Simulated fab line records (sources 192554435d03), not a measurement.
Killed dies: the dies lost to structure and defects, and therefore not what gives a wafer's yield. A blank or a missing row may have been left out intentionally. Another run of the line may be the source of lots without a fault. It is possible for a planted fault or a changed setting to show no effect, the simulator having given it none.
Matching of chambers -- flow n5Finfet -- rieDiel-02 running N5_BEOL_M12_ETCH_59: 4 sister chambers
The step etches BARC in N2/H2, target depth 89 nm, overetch 26.7 nm, time 67.9 s. 8 wafers are shown with their chamber, then 9 later ones without.

== WAFERS, EACH WITH ITS CHAMBER ==
wafer,chamber,showerheadPlenumPTorr (Torr),drypumpMotorCurrentA (A)
L081.4,0,2.58,5.3
L082.1,0,2.58,5.3
L082.2,1,2.62,5.5
L086.1,2,2.50,5.0
L086.4,1,2.62,5.6
L091.1,3,2.66,5.8
L091.3,2,2.49,5.0
L091.4,3,2.66,5.7

== WAFERS MISSING THEIR CHAMBER ==
wafer,showerheadPlenumPTorr (Torr),drypumpMotorCurrentA (A)
L089.1,2.49,5.0
L089.4,2.57,5.3
L089.6,2.66,5.8
L092.2,2.57,5.3
L092.4,2.57,5.3
L092.6,2.49,5.0
L096.2,2.56,5.3
L096.3,2.61,5.5
L096.4,2.49,5.0

== THE CHAMBER EACH PASSED THROUGH ==
wafer,from the rows above,in truth
L089.1,2,2
L089.4,0,0
L089.6,3,3
L092.2,0,0
L092.4,0,0
L092.6,2,2
L096.2,0,0
L096.3,1,1
L096.4,2,2
Correct placement for 9 of the 9. Can't be placed from these rows: 0. Number placed wrongly: 0.
How it was worked out, from the rows above alone: a wafer's distance from a chamber is the root of the sum, over the readings, of the square of ((its reading less the chamber's mean) divided by the reading's scatter). If the next closest chamber is less than 2 further off than the closest, the wafer can't be placed; otherwise it belongs to the closest. For every chamber, the mean is computed from those of its wafers that are shown. The scatter is the square root of a quotient: the sum, over the shown wafers, of each reading's squared deviation from its chamber's mean, divided by wafers minus chambers.
